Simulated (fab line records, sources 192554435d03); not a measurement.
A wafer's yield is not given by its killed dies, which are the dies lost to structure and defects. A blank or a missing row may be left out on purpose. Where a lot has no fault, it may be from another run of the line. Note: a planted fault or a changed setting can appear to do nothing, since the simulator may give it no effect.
Matching of chambers :: flow n5-finfet :: 3 sister chambers for N5_BEOL_M0_DEP_125 on pecvd-02
The step deposits SiCN from 3MS/NH3, target thk 8 nm, time 14 s. 14 wafers are shown with their chamber, then 7 later ones without.

== WAFERS WITH THEIR CHAMBER ==
wafer: L470.1
chamber: 2
showerhead-plenum-p-Torr (Torr): 3.649
throttle-valve-pct (%): 9.5

wafer: L470.2
chamber: 1
showerhead-plenum-p-Torr (Torr): 3.677
throttle-valve-pct (%): 9.3

wafer: L470.5
chamber: 1
showerhead-plenum-p-Torr (Torr): 3.682
throttle-valve-pct (%): 9.5

wafer: L474.1
chamber: 0
showerhead-plenum-p-Torr (Torr): 3.648
throttle-valve-pct (%): 9.4

wafer: L474.3
chamber: 1
showerhead-plenum-p-Torr (Torr): 3.684
throttle-valve-pct (%): 9.5

wafer: L474.5
chamber: 2
showerhead-plenum-p-Torr (Torr): 3.654
throttle-valve-pct (%): 9.4

wafer: L475.2
chamber: 2
showerhead-plenum-p-Torr (Torr): 3.651
throttle-valve-pct (%): 9.0

wafer: L475.5
chamber: 0
showerhead-plenum-p-Torr (Torr): 3.646
throttle-valve-pct (%): 9.0

wafer: L475.6
chamber: 2
showerhead-plenum-p-Torr (Torr): 3.648
throttle-valve-pct (%): 9.6

wafer: L479.1
chamber: 0
showerhead-plenum-p-Torr (Torr): 3.651
throttle-valve-pct (%): 9.0

wafer: L479.3
chamber: 2
showerhead-plenum-p-Torr (Torr): 3.659
throttle-valve-pct (%): 9.2

wafer: L479.6
chamber: 1
showerhead-plenum-p-Torr (Torr): 3.680
throttle-valve-pct (%): 9.5

wafer: L483.2
chamber: 1
showerhead-plenum-p-Torr (Torr): 3.679
throttle-valve-pct (%): 9.5

wafer: L483.3
chamber: 0
showerhead-plenum-p-Torr (Torr): 3.642
throttle-valve-pct (%): 9.1

SIGNATURES (means of the wafers above)
reading: showerhead-plenum-p-Torr
chamber 0: 3.64675
chamber 1: 3.68040
chamber 2: 3.65220
scatter within a chamber: 0.0037

reading: throttle-valve-pct
chamber 0: 9.125
chamber 1: 9.460
chamber 2: 9.340
scatter within a chamber: 0.184
Rule: for each reading, subtract the chamber's mean from the wafer's reading, divide by that reading's scatter and square the result; add these up over the readings and take the root, which gives the wafer's distance from the chamber. If the next closest chamber is less than 2 further off than the closest, the wafer can't be placed; otherwise it belongs to the closest. How the scatter is found: for the shown wafers, subtract from each reading the mean of its chamber, square and add these, divide the total by (wafers less chambers), then take the root.

== WAFERS WITH NO CHAMBER GIVEN ==
wafer: L483.5
showerhead-plenum-p-Torr (Torr): 3.674
throttle-valve-pct (%): 9.3

wafer: L487.4
showerhead-plenum-p-Torr (Torr): 3.689
throttle-valve-pct (%): 9.5

wafer: L487.5
showerhead-plenum-p-Torr (Torr): 3.682
throttle-valve-pct (%): 9.3

wafer: L487.6
showerhead-plenum-p-Torr (Torr): 3.656
throttle-valve-pct (%): 9.3

wafer: L490.1
showerhead-plenum-p-Torr (Torr): 3.642
throttle-valve-pct (%): 9.3

wafer: L490.2
showerhead-plenum-p-Torr (Torr): 3.676
throttle-valve-pct (%): 9.7

wafer: L490.3
showerhead-plenum-p-Torr (Torr): 3.653
throttle-valve-pct (%): 8.3

== THE CHAMBER EACH PASSED THROUGH ==
wafer: L483.5
from the rows above: 1
in truth: 1

wafer: L487.4
from the rows above: 1
in truth: 1

wafer: L487.5
from the rows above: 1
in truth: 1

wafer: L487.6
from the rows above: can't be placed: 2 or 0
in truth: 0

wafer: L490.1
from the rows above: can't be placed: 0 or 2
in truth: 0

wafer: L490.2
from the rows above: 1
in truth: 1

wafer: L490.3
from the rows above: can't be placed: 0 or 2
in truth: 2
4 of 7 placed correctly. From these rows, 3 cannot be placed; in 3 the true chamber is one of the candidates. Wrongly placed: 0.
